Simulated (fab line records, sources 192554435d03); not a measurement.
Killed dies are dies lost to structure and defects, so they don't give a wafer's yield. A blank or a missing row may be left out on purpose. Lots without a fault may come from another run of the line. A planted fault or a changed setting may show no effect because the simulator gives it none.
One fault seen from 3 desks | flow n5_finfet | each desk has only its own numbers; what lay behind them comes last

THE DEFECT DESK
What the inspections along the route counted, lot by lot: means of the sampled wafers that have a number. A lot is out of limits, marked OUT, if its mean lies more than 4 standard deviations from the usual mean; the brackets give that distance.
Columns: A = raw_defect_count at N5_FIN_SAQP_INSPECT_18, usual 468
lot  | first seen here | A
L889 | day 2 04:22     | 766
L895 | day 3 16:08     | 504
L897 | day 4 03:50     | 464
L898 | day 4 09:27     | 391
L899 | day 4 15:43     | 492
L907 | day 6 15:08     | 414
L909 | day 7 04:01     | 368
This desk's finding: nothing out of limits on any of the 7 lots.

THE METROLOGY DESK
What the gauges read, lot by lot, whatever tool the lot ran on: means of the sampled wafers that have a number. A lot is out of limits, marked OUT, if its mean lies more than 4 standard deviations from the usual mean; the brackets give that distance. Of its 12 readings 7 are shown: those that lie furthest out on some lot.
Columns: A = cd_nm at N5_FIN_SAQP_CD_MEAS_16, usual 35.4 nm; B = FIN_CORE_OVL at N5_FIN_SAQP_OVL_MEAS_17, usual 0.4 nm; C = DIBL_P at N5_BEOL_M4_RC_MEAS_101, usual 37.3 mV/V; D = IOFF_N at N5_BEOL_M4_RC_MEAS_101, usual 0.18 nA/um; E = ION_N at N5_BEOL_M4_RC_MEAS_101, usual 678 uA/um; F = SS_N at N5_BEOL_M4_RC_MEAS_101, usual 71.8 mV/dec; G = VT_N at N5_BEOL_M4_RC_MEAS_101, usual 249 mV
lot  | first seen here | A    | B    | C    | D    | E   | F    | G
L889 | day 2 04:19     | 35.8 | 0.7  | 38.2 | 0.18 | 678 | 72.0 | 250
L895 | day 3 16:05     | 35.2 | 2.2  | 37.3 | 0.16 | 674 | 71.7 | 250
L897 | day 4 03:46     | 34.9 | -0.0 | 37.0 | 0.15 | 671 | 71.5 | 251
L898 | day 4 09:23     | 35.2 | -0.3 | 40.1 | 0.23 | 696 | 72.7 | 244
L899 | day 4 15:38     | 35.8 | 0.0  | 35.2 | 0.14 | 666 | 70.8 | 251
L907 | day 6 15:05     | 35.6 | 1.8  | 37.7 | 0.21 | 685 | 72.4 | 244
L909 | day 7 03:58     | 35.3 | -0.5 | 40.2 | 0.23 | 695 | 72.9 | 246
This desk's finding: nothing out of limits on any of the 7 lots.

THE TOOL OWNER'S DESK: rie_diel-03
The tool's own readings at N5_FIN_SAQP_ETCH_52 (etches SOC in N2/H2, target depth 100 nm, overetch 20 nm, time 150 s): means of the sampled wafers that have a number, for each lot that ran on this tool. A lot is out of limits, marked OUT, if its mean lies more than 4 standard deviations from the usual mean; the brackets give that distance.
Columns: A = drypump_motor_current_A at N5_FIN_SAQP_ETCH_52, usual 6.0 A; B = oes_product_au at N5_FIN_SAQP_ETCH_52, usual 0.69 a.u.; C = rf_vpp_V at N5_FIN_SAQP_ETCH_52, usual 523.6 V; D = showerhead_plenum_p_Torr at N5_FIN_SAQP_ETCH_52, usual 2.53 Torr; E = throttle_valve_pct at N5_FIN_SAQP_ETCH_52, usual 17.81 %
lot  | first seen here | A   | B    | C     | D    | E
L889 | day 2 04:29     | 5.9 | 0.71 | 522.7 | 2.49 | 17.75
L895 | day 3 16:29     | 6.3 | 0.70 | 522.2 | 2.49 | 17.80
L898 | day 4 09:50     | 5.8 | 0.71 | 523.1 | 2.52 | 17.68
L899 | day 4 15:53     | 5.9 | 0.67 | 521.4 | 2.42 | 17.96
This desk's finding: nothing out of limits on any of the 4 lots.

PUT TOGETHER
The defect desk saw nothing out of limits.
The metrology desk saw nothing out of limits.
The tool owner's desk saw nothing out of limits.

WHAT THE SIMULATOR HAD PUT IN
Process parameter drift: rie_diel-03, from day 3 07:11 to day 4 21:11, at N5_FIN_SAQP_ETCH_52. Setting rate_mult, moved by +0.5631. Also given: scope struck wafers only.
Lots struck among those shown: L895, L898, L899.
